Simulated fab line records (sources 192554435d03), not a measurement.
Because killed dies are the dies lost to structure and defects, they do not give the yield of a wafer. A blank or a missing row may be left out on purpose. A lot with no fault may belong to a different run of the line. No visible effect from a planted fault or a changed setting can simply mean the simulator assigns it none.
One fault seen from 2 desks ; flow n5_finfet ; every desk sees just its own numbers, and what lay behind them comes last

== METROLOGY DESK ==
What the gauges read, lot by lot, whatever tool the lot ran on: means of the sampled wafers that have a number. If a lot's mean is further than 4 standard deviations from the usual mean, the lot is out of limits and carries the mark OUT (the distance appears in the brackets). It has 11 readings; the 7 that lie furthest out on some lot are the ones shown.
Columns: A = MD_CAP_THK at N5_MOL_CONTACT_COAG_THK_MEAS_29, usual 17.89 nm; B = DIBL_P at N5_BEOL_M4_RC_MEAS_101, usual 35.4 mV/V; C = IOFF_P at N5_BEOL_M4_RC_MEAS_101, usual 0.20 nA/um; D = ION_N at N5_BEOL_M4_RC_MEAS_101, usual 672 uA/um; E = ION_P at N5_BEOL_M4_RC_MEAS_101, usual 461 uA/um; F = SS_P at N5_BEOL_M4_RC_MEAS_101, usual 73.1 mV/dec; G = VT_P at N5_BEOL_M4_RC_MEAS_101, usual -251 mV
lot;first seen here;A;B;C;D;E;F;G
L743;day 4 23:09;17.99;38.0;0.24;679;467;73.9;-246
L750;day 6 22:44;17.95;36.3;0.20;677;462;73.0;-250
L751;day 7 03:58;17.86;34.1;0.19;671;461;73.0;-250
L753;day 7 15:48;17.75;35.2;0.21;670;464;73.2;-248
L755;day 8 07:22;17.88;34.4;0.16;654;446;73.1;-256
L757;day 8 16:25;17.95;36.1;0.21;666;462;72.9;-249
L763;day 10 00:56;17.79;34.9;0.16;656;449;72.7;-257
L765;day 10 20:12;17.97;35.5;0.18;668;459;72.7;-251
L766;day 11 05:10;17.89;33.5;0.19;665;461;72.8;-251
This desk's verdict: no lot among the 9 shows anything out of limits.

== TOOL OWNER'S DESK, rie_diel-06 ==
The tool's own readings at N5_MOL_CONTACT_COAG_ETCH_47 (etches SiNx in CH3F/O2, stops on W, target depth 27 nm): means of the sampled wafers that have a number, for each lot that ran on this tool. If a lot's mean is further than 4 standard deviations from the usual mean, the lot is out of limits and carries the mark OUT (the distance appears in the brackets).
Columns: A = drypump_motor_current_A at N5_MOL_CONTACT_COAG_ETCH_47, usual 5.6 A; B = etch_rf_on_time_s at N5_MOL_CONTACT_COAG_ETCH_47, usual 31.2 s; C = oes_o_777_au at N5_MOL_CONTACT_COAG_ETCH_47, usual 0.81 a.u.; D = oes_product_au at N5_MOL_CONTACT_COAG_ETCH_47, usual 0.72 a.u.; E = rf_vpp_V at N5_MOL_CONTACT_COAG_ETCH_47, usual 296.3 V; F = showerhead_plenum_p_Torr at N5_MOL_CONTACT_COAG_ETCH_47, usual 2.03 Torr; G = throttle_valve_pct at N5_MOL_CONTACT_COAG_ETCH_47, usual 16.42 %
lot;first seen here;A;B;C;D;E;F;G
L743;day 5 00:43;5.6;31.1;0.84;0.75;297.6;2.11;16.49
L750;day 7 00:40;5.4;31.4;0.77;0.68;297.2;2.05;16.59
L751;day 7 07:01;5.8;31.5;0.71;0.63;297.4;2.02;16.67
L753;day 7 18:11;6.0;30.9;0.80;0.71;294.6;2.05;16.48
L765;day 10 22:08;5.6;31.4;0.79;0.70;295.9;2.06;16.52
L766;day 11 06:55;5.6;30.6;0.88;0.79;297.1;2.09;16.44
This desk's verdict: no lot among the 6 shows anything out of limits.

== BROUGHT TOGETHER ==
The metrology desk saw nothing out of limits.
Nothing out of limits was seen by the tool owner's desk.

== WHAT THE SIMULATOR HAD INSERTED ==
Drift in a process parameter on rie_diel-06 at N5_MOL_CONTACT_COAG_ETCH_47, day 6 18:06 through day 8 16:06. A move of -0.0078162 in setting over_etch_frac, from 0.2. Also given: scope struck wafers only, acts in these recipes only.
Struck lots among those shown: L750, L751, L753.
